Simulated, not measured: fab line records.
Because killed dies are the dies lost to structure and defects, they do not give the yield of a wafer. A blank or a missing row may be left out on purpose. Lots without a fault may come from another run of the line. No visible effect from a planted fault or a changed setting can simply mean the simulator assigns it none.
Chamber matching	flow n5 finfet	N5_BEOL_M4_CO_CAP_55 on cvd co-01: 3 sister chambers
The step material Co, precursor CCTBA/H2, target thk 2 nm, time 102.1 s. 3 wafers are shown with their chamber, then 7 later ones without.

== WAFERS PAIRED WITH THEIR CHAMBERS ==
wafer	chamber	heater power w (W)
L370.5	2	184
L384.2	1	264
L384.3	0	256

== WAFERS WITH NO CHAMBER GIVEN ==
wafer	heater power w (W)
L384.4	250
L385.2	189
L385.4	261
L385.6	184
L386.3	259
L386.5	261
L386.6	186

== WHICH CHAMBER EACH WENT THROUGH ==
wafer	from the rows above	in truth
L384.4	0	0
L385.2	2	2
L385.4	can't be placed: 1 or 0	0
L385.6	2	2
L386.3	can't be placed: 0 or 1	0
L386.5	can't be placed: 1 or 0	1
L386.6	2	2
Correctly placed: 4 of 7. Unplaceable from these rows: 3, with the true chamber sitting among the candidates in 3. Wrongly placed: 0.
How it was worked out, from the rows above alone: a wafer's distance from a chamber is the root of the sum, over the readings, of the square of ((its reading less the chamber's mean) divided by the reading's scatter). The wafer belongs to the nearest chamber; if the next one is less than 2 further off, it can't be placed. The mean given for a chamber averages the wafers shown for that chamber. The scatter: with one shown wafer a chamber, the root of the mean of the squares of how far each hidden wafer lies from its nearest shown one.
